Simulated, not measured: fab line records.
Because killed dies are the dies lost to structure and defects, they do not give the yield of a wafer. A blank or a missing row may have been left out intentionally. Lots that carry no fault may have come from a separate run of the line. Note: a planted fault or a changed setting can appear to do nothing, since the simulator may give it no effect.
8D (eight disciplines) problem report, filled in by code | flow nand_harc | the parts of the form that need people (team, actions taken, sign-off) are left out

## 1. THE ISSUE
killed_at_periphery at NHARC_END_SORT_01 reads a mean of 83.0 on 1 wafer of 1 lot; wafers without a fault read 3.6 with a standard deviation of 2.9. That is +27 standard deviations from the usual mean.
First seen on wafer L814.1, day 23 04:22, on prober-01. Wafers with a number at this step in the record: 39, from 13 lots. The rule behind "out" and "out of limits": a value lying over 4 standard deviations away from the usual mean. Any other wafer with a number is counted as sound.

## 2. WHAT IT IS, WHAT IT ISN'T
question                    | is                                                                                                                  | is not
which readings at this step | killed_at_periphery, defect_limited_yield, killed_dies, sort_bin_2_pct, sort_bin_3_pct, sort_n_pass, sort_yield_pct | killed_at_array, killed_at_other, killed_open, killed_short, sort_bin_4_pct
which lots                  | L814                                                                                                                | L798, L802, L803, L805, L806, L807, L809, L815, L817, L818, L819, L821
which wafers of those lots  | L814.1                                                                                                              | L814.3, L814.6
read on which gauges        | prober-01                                                                                                           | prober-02
when                        | from day 23 04:22                                                                                                   | up to then (21 sound wafers); but 17 sound wafers of L814, L815, L817, L818, L819, L821 came after

## 3. THE SUSPECTS, EACH WITH WHAT RULES IT OUT
Counting: if a tool at a process step up to the reading ran every lot that is out, it stays a suspect. Sound lots after the first of them don't rule it out here, since some wafers of a struck lot are sound.
- the gauge at NHARC_END_SORT_01: kept. All the wafers that are out were read on prober-01, and no step on other tools shows them out.
- pvd_sputter-03 at NHARC_P_BONDPAD_PVD_17 (deposits TaN, target thk 5 nm, time 8.06 s): kept. It ran the lot that is out, L814 (day 10 15:09); its last sound lot up to then is L809 (day 9 06:34).
- cmp-01 at NHARC_THIN_TSV_CMP_01 (polishes): kept. It ran the lot that is out, L814 (day 22 12:11); its last sound lot up to then is L807 (day 20 17:51).
- pecvd-01 at NHARC_THIN_TSV_DEP_43 (deposits SiO2, target thk 1328.5 nm): kept. It ran the lot that is out, L814 (day 22 12:41); its last sound lot up to then is L807 (day 20 18:17).
- cmp-01 at NHARC_THIN_TSV_CMP_21 (polishes, t overpolish 30 s, target thk 2000 nm): kept. It ran the lot that is out, L814 (day 22 17:47); its last sound lot up to then is L802 (day 19 18:11).
- Within pecvd-01 at NHARC_THIN_TSV_DEP_43: the wafers that are out ran in chamber 2; their sound lot-mates ran in chambers 0, 1.
Left after counting: pvd_sputter-03 at NHARC_P_BONDPAD_PVD_17, cmp-01 at NHARC_THIN_TSV_CMP_01, pecvd-01 at NHARC_THIN_TSV_DEP_43, cmp-01 at NHARC_THIN_TSV_CMP_21, prober-01 at NHARC_END_SORT_01.

## 4. THE CAUSE (what the simulator had put in)
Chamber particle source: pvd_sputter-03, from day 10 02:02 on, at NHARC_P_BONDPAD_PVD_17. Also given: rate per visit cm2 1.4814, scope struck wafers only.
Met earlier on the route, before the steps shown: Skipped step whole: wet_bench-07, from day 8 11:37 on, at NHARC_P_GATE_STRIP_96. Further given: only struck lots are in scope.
5 suspects survive the count, and this tool is in that group.

## 5. THE CHAIN OF EFFECTS, in route order
Rows list readings where the struck wafers' mean (over those with a number) sits beyond 3 standard deviations from the usual. Readings are gone through only where the record gives a usual standard deviation; hours: the median, over the lots, of the time from a lot's start at the first step in this table giving one to that lot's start at this step; sigmas: the change measured in usual standard deviations.
hours | step              | reading              | usual  | on struck wafers | change | sigmas
0     | NHARC_END_SORT_01 | defect_limited_yield | 95.7 % | 86.4             | -9.3   | -6.2
0     | NHARC_END_SORT_01 | killed_at_periphery  | 3.6    | 83.0             | +79.4  | +27
0     | NHARC_END_SORT_01 | killed_dies          | 29     | 92               | +63    | +6.3
0     | NHARC_END_SORT_01 | sort_bin_2_pct       | 1.3 %  | 6.2              | +4.9   | +8.0
0     | NHARC_END_SORT_01 | sort_bin_3_pct       | 0.26 % | 3.55             | +3.29  | +17
0     | NHARC_END_SORT_01 | sort_n_pass          | 648    | 585              | -63    | -6.3
0     | NHARC_END_SORT_01 | sort_yield_pct       | 95.7 % | 86.4             | -9.3   | -6.2

## 6. WHAT WOULD HAVE CAUGHT IT SOONER
The first out-of-limits reading at a measuring or inspecting step in this record came at day 23 04:22, 314 hours after the fault's start at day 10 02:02.
Of the tool readings at NHARC_P_BONDPAD_PVD_17 for which the record gives a usual standard deviation, none was out on any struck wafer, so an alarm limit of 4 standard deviations on them would not have fired.
All the lots that are out (1) had begun NHARC_P_BONDPAD_PVD_17 on pvd_sputter-03 by day 23 04:22. Had the tool been put on hold then, not one of them would have been saved.
